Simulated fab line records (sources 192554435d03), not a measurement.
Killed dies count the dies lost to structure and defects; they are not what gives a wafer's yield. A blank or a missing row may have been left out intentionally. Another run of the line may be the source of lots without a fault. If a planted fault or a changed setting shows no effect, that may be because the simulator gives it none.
fab line records | flow n5Finfet | part 2 of 2: steps 27 to 35 of 35
record: lots: 5 | wafers: 15 | lastDay: 17
route steps=1938 shown SD_EPI_P@314 SD_ACTIVATION@330 ILD0@335 SDB@347
lots untouched by any fault: they come from a run of this same line in which no faults occurred
startH: start of the lot's first displayed wafer, in hours after the record's first day | waitH: how many hours have passed since the lot's step before this one | " the same as in the row above | L1.1+2: a row that stands for several wafers | - value missing, or start not given | * or withheld: withheld | < > ~ a bound
route shown NAME@n: a module of which the file shows steps, and the number in the route of the first | usual: mean/standard deviation of fault-free wafers | same: alike in all rows | chamber/n: place in a boat | sites: per-site readings | _std_site: the values' standard deviation | _edge_site: mean of outer sites minus mean of inner sites | radiusMm: how far each site lies from the wafer's centre | mask NAME#n: copy n | behind: the most recent tool/chamber to have shaped the wafer | hold: reason for holding the lot/hours on hold/outcome of the hold | device: which transistor (n, p or np) failed to switch | end of line: tests of these same wafers at the route's end | step lacking rows: just its recipe | killed: not the wafer's yield, but the dies lost to structure and defects at the first sort | map: a wafer's dies, x killed, . not, _ none there
set.NAME: the setting as run; set.NAME@STEP: as run at that earlier step | model.NAME: the simulator's own value behind a step, which no gauge read
certain route steps with their lots: each step a table, each wafer a row
services: a tool's chamber out of use, with start hour (startH, from the record's first day; less than 0 if before it), hours out, and reason
== steps ==
step: N5_ILD0_THK_MEAS_08
usual: thkNm: 138.6/0.95
lot.wafer | tool         | chamber | startH | waitH | thkNm
L077.1    | filmMetro-01 | -       | 80.59  | -     | 138.9
L077.3    | "            | -       | "      | "     | 138.4
L077.4    | "            | -       | "      | "     | 137.2
L081.1    | filmMetro-01 | -       | 112.20 | -     | 136.9
L081.2    | "            | -       | "      | "     | 136.9
L081.3    | "            | -       | "      | "     | 138.0
L080.2    | filmMetro-01 | -       | 114.50 | -     | 139.2
L080.3    | "            | -       | "      | "     | 138.6
L080.5    | "            | -       | "      | "     | 139.8
L083.2    | filmMetro-01 | -       | 119.90 | -     | 138.0
L083.3    | "            | -       | "      | "     | 137.9
L083.6    | "            | -       | "      | "     | 139.1
L084.2    | filmMetro-02 | -       | 122.87 | -     | 139.6
L084.4    | "            | -       | "      | "     | 140.1
L084.6    | "            | -       | "      | "     | 139.8
step: N5_ILD0_PRECLEAN_10
recipe: chemistry: NF3:NH3 | afsCycles: 5 | timeS: 20 | tempC: 30 | sublimationTempC: 180 | sublimationTimeS: 60 | pressureTorr: 3 | rfPowerW: 30
usual: rfPowerW: 30.01/0.089
lot.wafer | tool            | chamber | startH | waitH | rfPowerW
L077.1    | remotePlasma-02 | 0       | 80.63  | 0.0   | 30.03
L077.3    | "               | 0       | "      | "     | 30.23
L077.4    | "               | 0       | "      | "     | 30.12
L081.1    | remotePlasma-01 | 0       | 112.24 | 0.0   | 29.88
L081.2    | "               | 0       | "      | "     | 29.97
L081.3    | "               | 0       | "      | "     | 29.89
L080.2    | remotePlasma-01 | 1       | 114.64 | 0.1   | 29.96
L080.3    | "               | 1       | "      | "     | 30.05
L080.5    | "               | 1       | "      | "     | 30.03
L083.2    | remotePlasma-01 | 1       | 120.04 | 0.1   | 30.04
L083.3    | "               | 1       | "      | "     | 30.01
L083.6    | "               | 1       | "      | "     | 29.91
L084.2    | remotePlasma-02 | 0       | 123.02 | 0.1   | 29.96
L084.4    | "               | 0       | "      | "     | 29.99
L084.6    | "               | 0       | "      | "     | 30.01
step: N5_ILD0_ALD_15
recipe: material: SiNx | targetThkA: 240 | tempC: 400 | aldPrecursorFamily: SiH2I2 | aldCoReactant: N2/H2-plasma | pulseTimeS: 1 | aldCycles: 480 | purgeTimeS: 2 | coReactantPurgeTimeS: 2 | pressureTorr: 2
usual: heaterPowerW: 849/60 | precursorPulseHeightRel: 1.001/0.02
lot.wafer | tool      | chamber | startH | waitH | heaterPowerW | precursorPulseHeightRel
L077.1    | aldSin-01 | 0       | 81.31  | 0.6   | 825          | 0.998
L077.3    | "         | 2       | "      | "     | 934          | 0.995
L077.4    | "         | 3       | "      | "     | 850          | 1.002
L081.1    | aldSin-04 | 1       | 112.92 | 0.6   | 942          | 1.020
L081.2    | "         | 2       | "      | "     | 813          | 1.017
L081.3    | "         | 0       | "      | "     | 841          | 0.984
L080.2    | aldSin-04 | 3       | 115.21 | 0.5   | 852          | 1.034
L080.3    | "         | 1       | "      | "     | 942          | 0.982
L080.5    | "         | 1       | 116.30 | 1.2   | 924          | 1.010
L083.2    | aldSin-01 | 1       | 120.69 | 0.5   | 930          | 0.977
L083.3    | "         | 2       | "      | "     | 924          | 0.970
L083.6    | "         | 0       | 121.78 | 1.2   | 813          | 1.004
L084.2    | aldSin-01 | 3       | 123.59 | 0.5   | 876          | 1.014
L084.4    | "         | 0       | "      | "     | 806          | 0.977
L084.6    | "         | 0       | 124.68 | 1.1   | 813          | 1.013
step: N5_ILD0_CMP_12
recipe: stopOn: poly-Si | material: SiNx | tOverpolishS: 6 | postCmpClean: alkalineBrush | downForcePsi: 2.5 | platenRpm: 51.8 | padVelocityMS: 1.0307 | targetThkNm: 17.67
usual: edgeZonePressureFrac: 1.000/0.0054 | headPressurePsi: 2.500/0.0056 | motorCurrentA: 9.2/0.88 | overpolishRunS: 6.000/0.0086 | retainingRingPressureFrac: 1.000/0.0054 | timeToEndpointS: 28.2/2
lot.wafer | tool   | chamber | startH | waitH | edgeZonePressureFrac | headPressurePsi | motorCurrentA | overpolishRunS | retainingRingPressureFrac | timeToEndpointS
L077.1    | cmp-04 | 1       | 83.51  | 1.1   | 0.999                | 2.489           | 8.0           | 6.003          | 0.995                     | 27.8
L077.4    | "      | 2       | "      | "     | 1.006                | 2.500           | 8.9           | 5.991          | 0.999                     | 27.6
L077.3    | "      | 3       | "      | "     | 1.009                | 2.503           | 9.8           | 6.010          | 0.997                     | 30.6
L081.2    | cmp-01 | 3       | 115.12 | 1.1   | 0.995                | 2.496           | 10.2          | 6.010          | 1.006                     | 29.3
L081.3    | "      | 0       | "      | "     | 0.994                | 2.497           | 9.2           | 5.997          | 1.001                     | 31.5
L081.1    | "      | 1       | "      | "     | 1.004                | 2.500           | 10.6          | 6.025          | 0.998                     | 31.7
L080.3    | cmp-01 | 3       | 117.41 | 1.1   | 0.999                | 2.493           | 9.9           | 5.998          | 1.005                     | 27.0
L080.2    | "      | 1       | "      | "     | 0.994                | 2.502           | 10.9          | 5.997          | 0.994                     | 31.0
L080.5    | "      | 3       | "      | "     | 1.004                | 2.492           | 10.2          | 5.993          | 0.996                     | 27.7
L083.2    | cmp-01 | 1       | 122.97 | 1.2   | 0.997                | 2.498           | 10.7          | 5.994          | 1.002                     | 28.9
L083.3    | "      | 2       | "      | "     | 0.994                | 2.503           | 8.2           | 6.007          | 1.000                     | 26.6
L083.6    | "      | 0       | "      | "     | 0.991                | 2.500           | 9.1           | 5.979          | 1.003                     | 26.8
L084.2    | cmp-02 | 3       | 125.79 | 1.1   | 0.999                | 2.503           | 8.4           | 5.983          | 0.984                     | 25.2
L084.4    | "      | 2       | "      | "     | 0.997                | 2.500           | 9.8           | 5.998          | 1.003                     | 22.9
L084.6    | "      | 0       | "      | "     | 0.993                | 2.497           | 10.1          | 5.991          | 0.997                     | 25.0
step: N5_ILD0_THK_MEAS_13
usual: thkNm: 17.3/1
lot.wafer | tool         | chamber | startH | waitH | thkNm
L077.1    | filmMetro-01 | -       | 83.81  | -     | 17.5
L077.3    | "            | -       | "      | "     | 17.4
L077.4    | "            | -       | "      | "     | 17.6
L081.1    | filmMetro-02 | -       | 115.41 | -     | 16.0
L081.2    | "            | -       | "      | "     | 17.1
L081.3    | "            | -       | "      | "     | 16.6
L080.2    | filmMetro-02 | -       | 117.71 | -     | 16.3
L080.3    | "            | -       | "      | "     | 16.1
L080.5    | "            | -       | "      | "     | 16.6
L083.2    | filmMetro-02 | -       | 123.19 | -     | 17.3
L083.3    | "            | -       | "      | "     | 17.3
L083.6    | "            | -       | "      | "     | 16.2
L084.2    | filmMetro-01 | -       | 126.09 | -     | 17.1
L084.4    | "            | -       | "      | "     | 16.3
L084.6    | "            | -       | "      | "     | 15.2
step: N5_ILD0_INSPECT_06
recipe: inspectInstrument: darkfield | mode: postCmp
usual: rawDefectCount: 37/21
lot.wafer | tool             | chamber | startH | waitH | rawDefectCount
L077.1    | defectInspect-01 | -       | 83.83  | 0.0   | 37
L077.3    | "                | -       | "      | "     | 34
L077.4    | "                | -       | "      | "     | 33
L081.1    | defectInspect-02 | -       | 115.44 | 0.0   | 37
L081.2    | "                | -       | "      | "     | 36
L081.3    | "                | -       | "      | "     | 18
L080.2    | defectInspect-01 | -       | 117.73 | 0.0   | 27
L080.3    | "                | -       | "      | "     | 18
L080.5    | "                | -       | "      | "     | 18
L083.2    | defectInspect-01 | -       | 123.22 | 0.0   | 91
L083.3    | "                | -       | "      | "     | 69
L083.6    | "                | -       | "      | "     | 77
L084.2    | defectInspect-01 | -       | 126.11 | 0.0   | 46
L084.4    | "                | -       | "      | "     | 57
L084.6    | "                | -       | "      | "     | 43
step: N5_SDB_HM_DEP_00
recipe: material: SiNx | targetThkA: 400 | tempC: 400 | precursor: SiH4/NH3/N2 | pressureTorr: 1.5 | rfW: 300 | timeS: 35.3
usual: heaterPowerW: 727/110 | showerheadPlenumPTorr: 5.15/0.059 | throttleValvePct: 40.3/2.4
lot.wafer | tool     | chamber | startH | waitH | heaterPowerW | showerheadPlenumPTorr | throttleValvePct
L077.1    | pecvd-01 | 0       | 83.87  | 0.0   | 700          | 5.18                  | 40.7
L077.3    | "        | 1       | "      | "     | 700          | 5.10                  | 43.5
L077.4    | "        | 1       | "      | "     | 701          | 5.09                  | 43.4
L081.1    | pecvd-03 | 2       | 115.48 | 0.0   | 613          | 5.21                  | 39.9
L081.2    | "        | 1       | "      | "     | 804          | 5.23                  | 42.1
L081.3    | "        | 1       | "      | "     | 823          | 5.25                  | 42.3
L080.2    | pecvd-01 | 0       | 117.77 | 0.0   | 619          | 5.17                  | 40.8
L080.3    | "        | 1       | "      | "     | 793          | 5.09                  | 43.1
L080.5    | "        | 1       | "      | "     | 822          | 5.09                  | 43.3
L083.2    | pecvd-01 | 0       | 123.25 | 0.0   | 693          | 5.17                  | 40.9
L083.3    | "        | 1       | "      | "     | 708          | 5.09                  | 43.4
L083.6    | "        | 2       | "      | "     | 742          | 5.14                  | 34.9
L084.2    | pecvd-01 | 2       | 126.15 | 0.0   | 681          | 5.14                  | 35.1
L084.4    | "        | 1       | "      | "     | 687          | 5.08                  | 43.3
L084.6    | "        | 2       | "      | "     | 675          | 5.15                  | 35.1
step: N5_SDB_COAT_03
recipe: resist: SOC | tempC: 250 | timeS: 60 | spinRpm: 1500 | resistThkNm: 100
usual: exhaustPa: 45.0/0.93
lot.wafer | tool          | chamber | startH | waitH | exhaustPa
L077.1    | lithoTrack-02 | 0       | 83.95  | 0.1   | 44.9
L077.3    | "             | 0       | "      | "     | 44.5
L077.4    | "             | 0       | "      | "     | 45.3
L081.1    | lithoTrack-02 | 0       | 115.59 | 0.1   | 45.8
L081.2    | "             | 0       | "      | "     | 46.3
L081.3    | "             | 0       | "      | "     | 45.8
L080.2    | lithoTrack-05 | 0       | 117.85 | 0.1   | 44.4
L080.3    | "             | 0       | "      | "     | 45.2
L080.5    | "             | 0       | "      | "     | 45.4
L083.2    | lithoTrack-01 | 0       | 123.33 | 0.1   | 44.6
L083.3    | "             | 0       | "      | "     | 44.7
L083.6    | "             | 0       | "      | "     | 43.8
L084.2    | lithoTrack-05 | 0       | 126.23 | 0.1   | 45.3
L084.4    | "             | 0       | "      | "     | 46.1
L084.6    | "             | 0       | "      | "     | 45.6
step: N5_SDB_COAT_04
recipe: resist: SiARC | tempC: 220 | timeS: 60 | spinRpm: 1500 | resistThkNm: 18
usual: exhaustPa: 44.8/0.9
lot.wafer | tool          | chamber | startH | waitH | exhaustPa
L077.1    | lithoTrack-02 | 0       | -      | -     | 45.4
L077.3    | "             | 0       | "      | "     | 45.1
L077.4    | "             | 0       | "      | "     | 45.3
L081.1    | lithoTrack-02 | 0       | -      | -     | 43.9
L081.2    | "             | 0       | "      | "     | 43.4
L081.3    | "             | 0       | "      | "     | 44.5
L080.2    | lithoTrack-05 | 0       | -      | -     | 44.2
L080.3    | "             | 0       | "      | "     | 45.2
L080.5    | "             | 0       | "      | "     | 43.8
L083.2    | lithoTrack-01 | 0       | -      | -     | 44.6
L083.3    | "             | 0       | "      | "     | 44.4
L083.6    | "             | 0       | "      | "     | 45.0
L084.2    | lithoTrack-05 | 0       | -      | -     | 45.8
L084.4    | "             | 0       | "      | "     | 44.7
L084.6    | "             | 0       | "      | "     | 44.5
== services ==
tool           | chamber | startH | hours | kind
cmp-01         | -       | 52.86  | 0.6   | repair
cmp-02         | -       | 53.90  | 1.9   | repair
fcvd-01        | -       | 54.32  | 0.6   | repair
laserAnneal-01 | -       | 59.78  | 38.9  | repair
rieSi-01       | 1       | 61.95  | -     | clean
rieSi-01       | 1       | 61.95  | 23.9  | scheduledDown
rieSi-01       | 1       | 61.95  | 23.9  | ventCycle
fcvd-01        | 0       | 62.75  | 14.7  | repair
pecvd-03       | -       | 64.81  | 2.3   | repair
aldSin-01      | -       | 77.27  | 1.1   | repair
cmp-04         | -       | 79.53  | 0.5   | repair
aldSin-03      | -       | 85.26  | 14.0  | pm
aldSin-03      | 0       | 85.26  | 14.0  | ventCycle
aldSin-03      | 1       | 85.26  | 14.0  | ventCycle
aldSin-03      | 2       | 85.26  | 14.0  | ventCycle
aldSin-03      | 3       | 85.26  | 14.0  | ventCycle
rieSi-01       | 1       | 89.34  | 6.0   | repair
cmp-04         | -       | 92.06  | 1.0   | repair
plasmaAsher-01 | -       | 96.51  | 2.6   | repair
furnace-01     | -       | 97.18  | 2.6   | repair
aldSin-03      | 0       | 99.26  | -     | clean
cmp-01         | -       | 100.29 | 8.0   | pm
lithoTrack-05  | -       | 105.09 | -     | consumableReplace:filter
cmp-04         | -       | 111.35 | 20.6  | pm
